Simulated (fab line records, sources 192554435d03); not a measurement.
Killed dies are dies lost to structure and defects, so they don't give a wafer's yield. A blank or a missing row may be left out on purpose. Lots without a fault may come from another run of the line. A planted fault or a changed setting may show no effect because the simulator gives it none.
Problem report in the 8D (eight disciplines) form, filled by code | flow n5_finfet | the parts of the form that need people (team, actions taken, sign-off) are left out

1. THE PROBLEM
M0_RS at N5_BEOL_M0_RS_MEAS_126 reads a mean of 93.620 ohm/sq on 6 wafers of 2 lots; wafers without a fault read 0.531 ohm/sq with a standard deviation of 0.022. That is +99 or more standard deviations from the usual mean.
The step: measures by four-point-probe.
First seen on wafer L974.1, day 8 14:56, on film_metro-01. The record holds 28 wafers of 10 lots with a number at this step. Rule for "out", or "out of limits": more than 4 standard deviations from the usual mean. The other wafers with a number count as sound.

2. WHAT IT IS AND WHAT IT IS NOT
question                    | is                           | is not
which readings at this step | M0_RS                        | -
which lots                  | L974, L975                   | L966, L969, L978, L981, L982, L984, L985, L986
which wafers of those lots  | all that have a number       | -
read on which gauges        | film_metro-01, film_metro-02 | -
when                        | from day 8 14:56             | up to then (5 sound wafers); but 17 sound wafers of L978, L981, L982, L984, L985, L986 came after

3. SUSPECTS, AND WHAT RULES EACH OUT
Counting: a tool at a process step up to the reading stays a suspect if it ran every lot that is out and no sound lot after the first of them.
- the gauge at N5_BEOL_M0_RS_MEAS_126: ruled out. The wafers that are out were read on 2 gauges (film_metro-01, film_metro-02).
- pvd_sputter-02 at N5_BEOL_M0_PRE_CLEAN_113 (time 30 s): ruled out as a lasting fault. Sound lots L982, L984 ran on it after its first lot that is out, L974 (day 8 10:02).
- pvd_sputter-03 at N5_BEOL_M0_SPUTTER_134 (material Cu, target thk 4 nm, time 7.37 s): ruled out as a lasting fault. Sound lots L978, L984 ran on it after its first lot that is out, L974 (day 8 13:45).
- ecd_cu-01 at N5_BEOL_M0_ECD_118 (material Cu, target thk 300 nm): ruled out as a lasting fault. Sound lots L978, L981, L982, L985 ran on it after its first lot that is out, L974 (day 8 13:59).
Left after counting: nothing in the record.

4. THE CAUSE (what the simulator had put in)
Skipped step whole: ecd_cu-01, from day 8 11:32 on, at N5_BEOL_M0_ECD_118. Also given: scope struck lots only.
Counting ruled it out, wrongly: the rule takes a fault to strike every lot that its tool runs from its start on, and this one did not.

5. THE CHAIN OF EFFECTS, in route order
Each row: a reading whose mean over the struck wafers that have a number lies more than 3 standard deviations from the usual. Only readings for which the record gives a usual standard deviation are gone through. hours: the time from each lot's start at the first step in this table that gives one to its start at this step, as a median over the lots. sigmas: the change in usual standard deviations.
hours | step                    | reading              | usual        | on struck wafers | change  | sigmas
0     | N5_BEOL_M0_CMP_120      | time_to_endpoint_s   | 62 s         | 2                | -60     | -14
1     | N5_BEOL_M0_RS_MEAS_126  | M0_RS                | 0.531 ohm/sq | 93.620           | +93.089 | +99 or more
142   | N5_PASSIVATION_PROBE_49 | defect_limited_yield | 91.8 %       | 0.0              | -91.8   | -61
142   | N5_PASSIVATION_PROBE_49 | killed_at_M0_to_M3   | 33           | 1111             | +1078   | +98
142   | N5_PASSIVATION_PROBE_49 | killed_dies          | 97           | 1180             | +1083   | +60
142   | N5_PASSIVATION_PROBE_49 | killed_on_rim        | 12           | 152              | +140    | +33
142   | N5_PASSIVATION_PROBE_49 | sort_bin_5_function  | 4.8 %        | 96.8             | +92.0   | +92
142   | N5_PASSIVATION_PROBE_49 | sort_n_pass          | 1083         | 0                | -1083   | -60
142   | N5_PASSIVATION_PROBE_49 | sort_yield_pct       | 91.8 %       | 0.0              | -91.8   | -61
The process steps in it:
- N5_BEOL_M0_CMP_120: polishes, stops on SiOC, t overpolish 6.9 s.
- N5_PASSIVATION_PROBE_49

6. WHAT WOULD HAVE CAUGHT IT SOONER
In this record the first reading out of limits at a measuring or inspecting step was taken at day 8 14:56, 3 hours after the fault began at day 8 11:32.
